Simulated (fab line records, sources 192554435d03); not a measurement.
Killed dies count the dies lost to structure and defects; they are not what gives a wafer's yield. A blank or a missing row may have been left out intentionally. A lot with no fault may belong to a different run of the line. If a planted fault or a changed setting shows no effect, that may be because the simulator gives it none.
A single fault, viewed from 2 desks | flow n5Finfet | numbers are kept per desk, each desk with only its own; the story behind them comes last

METROLOGY DESK
Lot by lot, what the gauges showed, no matter which tool ran the lot: averages of those sampled wafers that carry a number. Marked OUT: a lot whose mean sits more than 4 standard deviations from the usual mean, which makes it out of limits; the brackets give that distance.
Columns: A = trenchDepthNm at N5_BEOL_M9_OCD_MEAS_38, usual 151.1 nm; B = M10_ILD_THK at N5_BEOL_M10_THK_MEAS_01, usual 267 nm
lot  | first seen here | A     | B
L449 | day 11 00:56    | 150.0 | 270
L456 | day 12 13:23    | 149.5 | 266
L458 | day 13 22:55    | 151.0 | 267
L461 | day 14 18:05    | 152.9 | 269
L463 | day 16 02:35    | 151.6 | 267
L464 | day 16 20:06    | 151.7 | 268
L468 | day 16 21:17    | 151.0 | 267
L466 | day 17 07:55    | 152.8 | 266
L467 | day 17 07:59    | 149.7 | 264
L465 | day 17 10:34    | 151.7 | 268
L469 | day 17 10:51    | 151.3 | 268
L471 | day 17 17:53    | 151.3 | 267
This desk found nothing out of limits on any of the 12 lots.

FOR THE TOOL OWNER'S DESK: lithoTrack-05
The tool's own readings at N5_BEOL_M10_COAT_59 (time 60 s, resist thk 100 nm): means of the sampled wafers that have a number, for each lot that ran on this tool. Marked OUT: a lot whose mean sits more than 4 standard deviations from the usual mean, which makes it out of limits; the brackets give that distance.
Columns: A = heaterPowerTotalW at N5_BEOL_M10_COAT_59, usual 500.7 W; B = plateTempC at N5_BEOL_M10_COAT_59, usual 249.95 C
lot  | first seen here | A     | B
L449 | day 11 07:08    | 502.8 | 250.00
L456 | day 12 19:02    | 507.3 | 253.24 (+19) OUT
L458 | day 14 03:25    | 507.1 | 253.40 (+20) OUT
L468 | day 17 03:46    | 499.5 | 250.08
L466 | day 17 14:20    | 500.3 | 249.84
L467 | day 17 14:36    | 499.9 | 249.98
L469 | day 17 18:08    | 502.0 | 249.78
This desk's finding: out of limits on L456, L458; first on L456, day 12 19:02 (plateTempC at N5_BEOL_M10_COAT_59). L449, L468, L466, L467, L469 stayed within limits.

TAKEN TOGETHER
The tool owner's desk could have raised an alarm at day 12 19:02, on L456, L458.
Nothing out of limits was seen by the metrology desk.
The metrology desk has L456, L458 on record, within its limits.
Every lot named ran N5_BEOL_M10_COAT_59 on lithoTrack-05.

WHAT WAS PUT IN BY THE SIMULATOR
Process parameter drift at N5_BEOL_M10_COAT_59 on lithoTrack-05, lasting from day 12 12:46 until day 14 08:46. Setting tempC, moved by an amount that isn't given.
Shown lots that were struck: L456, L458.
Delay in hours, fault start to first out-of-limits reading, by desk: the tool owner's desk at 6.
